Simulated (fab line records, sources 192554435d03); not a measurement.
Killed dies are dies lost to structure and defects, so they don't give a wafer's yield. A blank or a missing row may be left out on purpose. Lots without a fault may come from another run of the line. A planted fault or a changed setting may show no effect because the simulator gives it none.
Split-lot experiment | flow n5_finfet | 7 lots, 39 wafers read, on a route of 1938 steps

THE SPLIT
At N5_GATE_CUT_ALD_22 (deposits SiNx, target thk 16 nm, pulse time 1 s, ald cycles 320), the setting ald_cycles was moved away from the recipe's 320 on 12 of the 39 wafers read, by -28.1% to +52.8%. The other wafers ran this setting at the recipe's value.

The reading is taken at the split's own step.

THE READING
SiNx_of_GATE_CUT_ALD_22.thk_nm (the simulator's own value, which no gauge read), in nm, at N5_GATE_CUT_ALD_22 (deposits SiNx, target thk 16 nm, pulse time 1 s, ald cycles 320). The file gives no usual value for it. The 27 wafers here that ran the recipe average 16.0 nm, standard deviation 0.083 nm.

wafer  | tool, chamber at the split | ald_cycles as run | against the recipe | SiNx_of_GATE_CUT_ALD_22.thk_nm, nm | against lot-mates on the recipe
L075.1 | ald_sin-03, 2,0            | 320               | recipe             | 16                                 | -
L075.3 | ald_sin-03, 2,0            | 320               | recipe             | 16                                 | -
L075.2 | ald_sin-03, 1,3,0          | 230               | -28.1%             | 11.6                               | -4.3
L075.4 | ald_sin-03, 1,3,0          | 230               | -28.1%             | 11.6                               | -4.3
L075.5 | ald_sin-03, 1,3,0          | 230               | -28.1%             | 11.6                               | -4.3
L075.6 | ald_sin-03, 3              | 320               | recipe             | 15.8                               | -
L078.1 | ald_sin-04, 3,2,1,0,0,1    | 320               | recipe             | 16                                 | -
L078.2 | ald_sin-04, 3,2,1,0,0,1    | 320               | recipe             | 16                                 | -
L078.3 | ald_sin-04, 3,2,1,0,0,1    | 320               | recipe             | 16                                 | -
L078.4 | ald_sin-04, 3,2,1,0,0,1    | 320               | recipe             | 16                                 | -
L078.5 | ald_sin-04, 3,2,1,0,0,1    | 320               | recipe             | 16                                 | -
L078.6 | ald_sin-04, 3,2,1,0,0,1    | 320               | recipe             | 16                                 | -
L080.3 | ald_sin-04, 2,0,3          | 320               | recipe             | 15.8                               | -
L080.4 | ald_sin-04, 2,0,3          | 320               | recipe             | 15.8                               | -
L080.5 | ald_sin-04, 2,0,3          | 320               | recipe             | 15.8                               | -
L079.1 | ald_sin-03, 0              | 320               | recipe             | 16.2                               | -
L079.2 | ald_sin-03, 1              | 320               | recipe             | 16                                 | -
L079.6 | ald_sin-03, 1              | 320               | recipe             | 16                                 | -
L079.3 | ald_sin-03, 2,0            | 442               | +38.1%             | 22.2                               | +6.1
L079.5 | ald_sin-03, 2,0            | 442               | +38.1%             | 22.2                               | +6.1
L079.4 | ald_sin-03, 3              | 442               | +38.1%             | 22                                 | +5.9
L083.1 | ald_sin-01, 3,0,2          | 489               | +52.8%             | 24.4                               | +8.4
L083.4 | ald_sin-01, 3,0,2          | 489               | +52.8%             | 24.4                               | +8.4
L083.6 | ald_sin-01, 3,0,2          | 489               | +52.8%             | 24.4                               | +8.4
L083.2 | ald_sin-01, 2,0,3          | 320               | recipe             | 16                                 | -
L083.3 | ald_sin-01, 2,0,3          | 320               | recipe             | 16                                 | -
L083.5 | ald_sin-01, 2,0,3          | 320               | recipe             | 16                                 | -
L089.1 | ald_sin-04, 0,1,3,2,0,3    | 320               | recipe             | 16                                 | -
L089.2 | ald_sin-04, 0,1,3,2,0,3    | 320               | recipe             | 16                                 | -
L089.3 | ald_sin-04, 0,1,3,2,0,3    | 320               | recipe             | 16                                 | -
L089.4 | ald_sin-04, 0,1,3,2,0,3    | 320               | recipe             | 16                                 | -
L089.5 | ald_sin-04, 0,1,3,2,0,3    | 320               | recipe             | 16                                 | -
L089.6 | ald_sin-04, 0,1,3,2,0,3    | 320               | recipe             | 16                                 | -
L094.1 | ald_sin-01, 0,3,1          | 375               | +17.2%             | 18.8                               | +2.8
L094.2 | ald_sin-01, 0,3,1          | 375               | +17.2%             | 18.8                               | +2.8
L094.5 | ald_sin-01, 0,3,1          | 375               | +17.2%             | 18.8                               | +2.8
L094.3 | ald_sin-01, 1,2,0          | 320               | recipe             | 16                                 | -
L094.4 | ald_sin-01, 1,2,0          | 320               | recipe             | 16                                 | -
L094.6 | ald_sin-01, 1,2,0          | 320               | recipe             | 16                                 | -
Where a row lists several chambers, the file gives one row for several wafers and doesn't say which wafer went through which chamber.

THE FIT
A straight line over all 39 wafers: SiNx_of_GATE_CUT_ALD_22.thk_nm changes by +0.159 nm for each +1% of ald_cycles; r = +1.00; the points scatter about the line by 0.085 nm.
The same after taking each lot's own level away (the mean of its wafers on the recipe; 39 wafers): +0.158 nm for each +1%; r = +1.00; scatter 0.06 nm.
On that fit, the largest move of ald_cycles shifts the reading by 8.4 nm.
The lots' own levels span 15.80 to 16.07 nm, that is 3.2 times the standard deviation above.
So the lot-to-lot level changes the slope little: the two slopes agree.
Check: with one of the wafers moved furthest among these (+52.8%) left out of the fit, the line predicts +8.37 nm for it against its lot-mates. It came out at +8.4 nm against them.

OTHER SPLITS ON THESE WAFERS
These wafers also went through other splits before the reading. Each is held against what the fit with the lots' levels taken away leaves over:
other split on the same wafers | wafers away from the commonest value | r with SiNx_of_GATE_CUT_ALD_22.thk_nm (lot level and that fit taken away)
N5_FIN_SAQP_DESCUM_21 time_s   | 15                                   | +0.13
N5_DUMMY_GATE_DESCUM_20 time_s | 12                                   | +0.09

THE FILE'S OWN FIT
SiNx_of_GATE_CUT_ALD_22.thk_nm changes by +0.159 nm for each +1% of ald_cycles, r = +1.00.
